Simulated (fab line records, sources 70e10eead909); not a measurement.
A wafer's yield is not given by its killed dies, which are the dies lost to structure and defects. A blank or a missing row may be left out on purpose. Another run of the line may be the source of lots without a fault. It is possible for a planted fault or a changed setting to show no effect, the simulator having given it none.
Which tool did it? | flow nand_harc | Sampling: 6 lots, 18 wafers, 2 of 1159 route steps

## WHAT THE GAUGES SHOWED, per wafer
NHARC_P_ZERO_WELL_CD_MEAS_52: the cd target is 2000 nm.
lot  | measured    | on        | cd_nm (nm)
L181 | day 2 05:52 | cd_sem-01 | 1997.6 2002.4 2001.1
L184 | day 2 23:55 | cd_sem-01 | 1998.3 2001.0 1998.5
L193 | day 5 05:38 | cd_sem-03 | 2000.8 2001.2 2005.0
L195 | day 5 18:04 | cd_sem-03 | 2005.2 2002.8 1999.4
L198 | day 6 11:29 | cd_sem-01 | 1998.6 1997.6 1996.6
L200 | day 6 23:37 | cd_sem-03 | 1998.2 1998.4 2000.2

## WHAT TOOL EACH LOT RAN ON (gives the tool, then ch and the chambers of the sampled wafers, and finally the start)
lot  | NHARC_P_ZERO_WELL_EXPOSE_49
L181 | krf_scanner-01 ch 0, day 2 05:43
L184 | krf_scanner-02 ch 0, day 2 23:45
L193 | krf_scanner-02 ch 0, day 5 05:28
L195 | krf_scanner-03 ch 0, day 5 17:55
L198 | krf_scanner-02 ch 0, day 6 11:20
L200 | krf_scanner-03 ch 0, day 6 23:28
- NHARC_P_ZERO_WELL_EXPOSE_49: exposes mask P HVPW, target cd 2000 nm.

## THE ANSWER, worked out from the rows above alone
Rule: usual is defined by the lots themselves. Put in order of their means at a reading, lots are off if they are a third of the lots or fewer, leave a main group of 4 or more, and stand apart from it by a gap of 3 or more times the standard deviation of the main group's means; of several such gaps the widest counts. If all means in a main group match to the digits the tables above print for the reading, that group is not used. Also off: a lot with no number at a reading for which 4 or more lots have one. All remaining lots with rows at the step are treated as sound.
None of the lots is off at any reading shown; this tells nothing.

## WHAT THE SIMULATOR HAD INSERTED
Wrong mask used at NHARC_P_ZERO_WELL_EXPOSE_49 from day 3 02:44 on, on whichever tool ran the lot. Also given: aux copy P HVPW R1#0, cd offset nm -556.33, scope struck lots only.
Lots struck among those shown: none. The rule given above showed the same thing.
